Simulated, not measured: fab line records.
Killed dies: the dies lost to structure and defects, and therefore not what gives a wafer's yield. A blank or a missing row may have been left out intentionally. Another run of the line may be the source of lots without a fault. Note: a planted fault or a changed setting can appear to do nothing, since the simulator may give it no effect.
Which tool is to blame? -- flow nand_harc -- 11 lots, 33 wafers sampled, at 6 steps of a route of 1302

WHAT EACH GAUGE READ, for each wafer
NHARC_A_CHANNEL_HOLE_D1_INSPECT_40.
lot,measured,on,raw_defect_count
L801,day 8 21:28,defect_inspect-01,49 49 59
L802,day 9 10:52,defect_inspect-02,68 59 60
L803,day 9 13:43,defect_inspect-02,109 121 100
L804,day 10 01:44,defect_inspect-02,93 58 62
L806,day 11 01:47,defect_inspect-02,29 42 41
L807,day 11 15:22,defect_inspect-01,80 87 98
L808,day 11 18:46,defect_inspect-02,50 55 60
L809,day 12 03:51,defect_inspect-01,126 103 126
L818,day 15 16:19,defect_inspect-02,747 804 132
L820,day 16 13:04,defect_inspect-01,716 119 104
L824,day 18 08:02,defect_inspect-02,77 58 63

NHARC_END_SORT_01.
lot,measured,on,killed_at_array,killed_at_other,killed_at_periphery,killed_dies,killed_open,killed_short
L818,day 31 07:44,prober-01,109 102,1 0,6 10,116 112,3 5,1 3
L820,day 32 17:34,prober-01,106,0,6,112,3,2

WHAT TOOL EACH LOT RAN ON (gives the tool, then ch and the chambers of the sampled wafers, and finally the start)
lot,NHARC_A_CHANNEL_HOLE_D1_ETCH_39,NHARC_A_CHANNEL_HOLE_D1_ETCH_21,NHARC_A_CHANNEL_FILL_D1_ALD_14,NHARC_A_CHANNEL_FILL_D1_ALD_15
L801,"rie_diel-07 ch 1,3, day 8 16:11 or earlier","har_etch-01 ch 0,1, day 8 16:11","ald_hk-04 ch 0,1,2, day 9 05:49","ald_sin_batch-01 ch 0, day 9 08:46"
L802,"rie_diel-10 ch 1,2,3, day 9 05:48 or earlier","har_etch-01 ch 0,1, day 9 05:48","ald_hk-02 ch 1,2,3, day 9 20:01","ald_sin_batch-03 ch 0, no start"
L803,"rie_diel-10 ch 1,2,3, day 9 08:30 or earlier","har_etch-02 ch 0,1, day 9 08:30","ald_hk-02 ch 0,1,3, day 9 20:10","ald_sin_batch-03 ch 0, no start"
L804,"rie_diel-10 ch 0,1,2, day 9 20:35 or earlier","har_etch-01 ch 0,1, day 9 20:35","ald_hk-02 ch 0,2, day 10 08:58","ald_sin_batch-03 ch 0, no start"
L806,"rie_diel-12 ch 0,1, day 10 20:31 or earlier","har_etch-01 ch 0,1, day 10 20:31","ald_hk-03 ch 0,3, day 11 10:08","ald_sin_batch-01 ch 0, day 11 13:29"
L807,"rie_diel-07 ch 0,2,3, day 11 09:53 or earlier","har_etch-02 ch 0,1, day 11 09:53","ald_hk-03 ch 0,1,3, day 11 23:53","ald_sin_batch-01 ch 0, day 12 03:13"
L808,"rie_diel-12 ch 0,1,3, day 11 13:31 or earlier","har_etch-01 ch 0,1, day 11 13:31","ald_hk-02 ch 0,3, day 12 00:06","ald_sin_batch-01 ch 0, no start"
L809,"rie_diel-10 ch 0,3, day 11 22:35 or earlier","har_etch-02 ch 0,1, day 11 22:35","ald_hk-02 ch 1,2, day 12 11:02","ald_sin_batch-01 ch 0, no start"
L818,"rie_diel-10 ch 0,2,3, day 15 11:05 or earlier","har_etch-02 ch 0,1, day 15 11:05","ald_hk-02 ch 1,2, day 15 23:36","ald_sin_batch-02 ch 0, day 31 07:44 or earlier"
L820,"rie_diel-10 ch 0,1,3, day 16 07:48 or earlier","har_etch-02 ch 0,1, day 16 07:48","ald_hk-04 ch 1,2,3, day 16 20:28","ald_sin_batch-02 ch 0, day 32 17:34 or earlier"
L824,"rie_diel-10 ch 0,1, day 18 02:58 or earlier","har_etch-01 ch 0,1, day 18 02:58","ald_hk-02 ch 1,2, day 18 15:17","ald_sin_batch-02 ch 0, no start"
- NHARC_A_CHANNEL_HOLE_D1_ETCH_39: etches the open film in N2/H2, target depth 260 nm, time 325 s.
- NHARC_A_CHANNEL_HOLE_D1_ETCH_21: etches the open film in C4F8/O2/Ar, time 514.3 s, target depth 1600 nm.
- NHARC_A_CHANNEL_FILL_D1_ALD_14: deposits SiO2, target thk 2.5 nm, pulse time 10 s, ald cycles 25.
- NHARC_A_CHANNEL_FILL_D1_ALD_15: deposits SiNx, target thk 2 nm, pulse time 60 s, ald cycles 19.

AS READ BY THE TOOLS THEMSELVES (means over the sampled wafers that have a number; for cases with no such wafer, the mark the record gives instead)
NHARC_A_CHANNEL_HOLE_D1_ETCH_39.
lot,tool,drypump_motor_current_A (A),oes_product_au (a.u.),rf_fwd_power_W (W),rf_vpp_V (V),showerhead_plenum_p_Torr (Torr),throttle_valve_pct (%)
L801,rie_diel-07,5.6,1.004,397.9,430.1,2.02,14.177
L802,rie_diel-10,5.3,0.991,398.7,428.8,2.00,14.174
L803,rie_diel-10,5.4,0.992,399.1,428.6,2.00,14.174
L804,rie_diel-10,5.3,1.001,399.6,431.8,2.07,14.186
L806,rie_diel-12,6.1,1.006,400.3,428.0,1.97,14.167
L807,rie_diel-07,5.5,1.004,398.8,428.8,1.97,14.168
L808,rie_diel-12,5.9,1.007,399.2,428.4,1.98,14.177
L809,rie_diel-10,5.6,1.007,398.5,430.0,2.03,14.174
L818,rie_diel-10,5.4,1.004,399.3,431.9,2.08,14.170
L820,rie_diel-10,5.5,1.004,396.8,430.0,2.01,14.168
L824,rie_diel-10,5.5,1.009,398.2,431.7,2.09,14.164

NHARC_A_CHANNEL_HOLE_D1_ETCH_21.
lot,tool,drypump_motor_current_A (A),showerhead_plenum_p_Torr (Torr),throttle_valve_pct (%)
L801,har_etch-01,6.3,3.73,32.152
L802,har_etch-01,6.3,3.73,32.147
L803,har_etch-02,5.4,3.62,32.147
L804,har_etch-01,6.2,3.73,32.152
L806,har_etch-01,6.2,3.72,32.158
L807,har_etch-02,5.8,3.60,32.143
L808,har_etch-01,6.2,3.71,32.154
L809,har_etch-02,5.4,3.60,32.156
L818,har_etch-02,5.8,3.57,32.155
L820,har_etch-02,5.5,3.57,32.163
L824,har_etch-01,6.3,3.66,32.146

NHARC_A_CHANNEL_FILL_D1_ALD_14.
lot,tool,heater_power_w (W),precursor_pulse_height_rel
L801,ald_hk-04,451,1.008
L802,ald_hk-02,498,1.004
L803,ald_hk-02,488,1.007
L804,ald_hk-02,487,0.992
L806,ald_hk-03,475,1.013
L807,ald_hk-03,477,1.001
L808,ald_hk-02,497,0.990
L809,ald_hk-02,475,1.002
L818,ald_hk-02,477,1.003
L820,ald_hk-04,434,0.981
L824,ald_hk-02,492,1.010

NHARC_A_CHANNEL_FILL_D1_ALD_15.
lot,tool,precursor_pulse_height_rel
L801,ald_sin_batch-01,1.016
L802,ald_sin_batch-03,1.014
L803,ald_sin_batch-03,1.012
L804,ald_sin_batch-03,1.013
L806,ald_sin_batch-01,1.012
L807,ald_sin_batch-01,1.008
L808,ald_sin_batch-01,1.006
L809,ald_sin_batch-01,1.002
L818,ald_sin_batch-02,0.997
L820,ald_sin_batch-02,0.997
L824,ald_sin_batch-02,0.984

THE ANSWER, worked out from the rows above alone
Rule: what is usual is taken from the lots themselves. Put in order of their means at a reading, lots are off if they are a third of the lots or fewer, leave a main group of 4 or more, and stand apart from it by a gap of 3 or more times the standard deviation of the main group's means; of several such gaps the widest counts. The tables above print the reading to a certain number of digits; a main group whose means all agree to those digits is not used. A lot without any number at a reading at which 4 lots or more have one is off too. Where the step has rows for the other lots, those lots are counted as sound. Order of review: gauges by route order, followed by the tools' own readings, for which a lot's mean as printed above is used. The first step at which some lot is off is used, and at that step the reading that is off furthest; a lot without a number counts as furthest.
Off, at NHARC_A_CHANNEL_HOLE_D1_INSPECT_40 on raw_defect_count: L818, L820. Mean 73 and standard deviation 25 in the main group.
A tool fits if, at a process step before that reading, it ran every lot that is off, and no sound lot after the first of them. The gauges at NHARC_A_CHANNEL_HOLE_D1_INSPECT_40 are tried like those tools. Because NHARC_A_CHANNEL_HOLE_D1_ETCH_39 lacks a start for some lots, the hours and order of its lots are taken from NHARC_A_CHANNEL_HOLE_D1_ETCH_21. One fits: har_etch-02 at NHARC_A_CHANNEL_HOLE_D1_ETCH_21. A fault onset in the window from L809 (day 11 22:35, its last sound lot) to L818 (day 15 11:05, its first lot off) fits.

WHAT WAS PUT IN BY THE SIMULATOR
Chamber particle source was har_etch-02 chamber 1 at NHARC_A_CHANNEL_HOLE_D1_ETCH_21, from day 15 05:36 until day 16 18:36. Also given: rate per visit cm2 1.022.
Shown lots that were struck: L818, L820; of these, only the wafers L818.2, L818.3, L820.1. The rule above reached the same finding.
